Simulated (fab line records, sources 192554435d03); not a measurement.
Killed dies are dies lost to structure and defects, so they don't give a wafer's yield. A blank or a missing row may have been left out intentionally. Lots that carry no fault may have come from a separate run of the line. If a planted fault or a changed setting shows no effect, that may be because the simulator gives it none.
Chamber matching	flow n5_finfet	N5_SD_EPI_N_ETCH_35 on rie_diel-05 has 4 sister chambers
The step etches SOC in N2/H2, overetch 108 nm, time 486 s. 8 wafers are shown with their chamber, then 10 later ones without.

WAFERS WITH THEIR CHAMBER
wafer	chamber	drypump_motor_current_A (A)	throttle_valve_pct (%)
L077.3	1	6.2	24.5
L079.2	1	6.2	24.5
L080.5	0	5.7	23.1
L085.3	0	5.7	23.1
L086.5	2	5.8	23.7
L086.6	3	6.7	23.3
L087.1	3	6.8	23.3
L087.2	2	5.8	23.8

WAFERS WITH NO CHAMBER GIVEN
wafer	drypump_motor_current_A (A)	throttle_valve_pct (%)
L087.6	6.7	23.3
L092.3	5.7	23.1
L092.5	5.8	23.8
L092.6	6.8	23.3
L095.1	6.2	24.4
L095.3	6.7	23.3
L095.6	6.2	24.4
L096.1	5.8	23.8
L096.5	5.8	23.8
L096.6	6.2	24.4

EACH ONE'S CHAMBER
wafer	from the rows above	in truth
L087.6	3	3
L092.3	0	0
L092.5	2	2
L092.6	3	3
L095.1	1	1
L095.3	3	3
L095.6	1	1
L096.1	2	2
L096.5	2	2
L096.6	1	1
Correct placement for 10 of the 10. Can't be placed from these rows: 0. Wrongly placed: 0.
How it was worked out, from the rows above alone: a wafer's distance from a chamber is the root of the sum, over the readings, of the square of ((its reading less the chamber's mean) divided by the reading's scatter). If the next closest chamber is less than 2 further off than the closest, the wafer can't be placed; otherwise it belongs to the closest. A chamber's mean is the mean of its shown wafers. How the scatter is found: for the shown wafers, subtract from each reading the mean of its chamber, square and add these, divide the total by (wafers less chambers), then take the root.
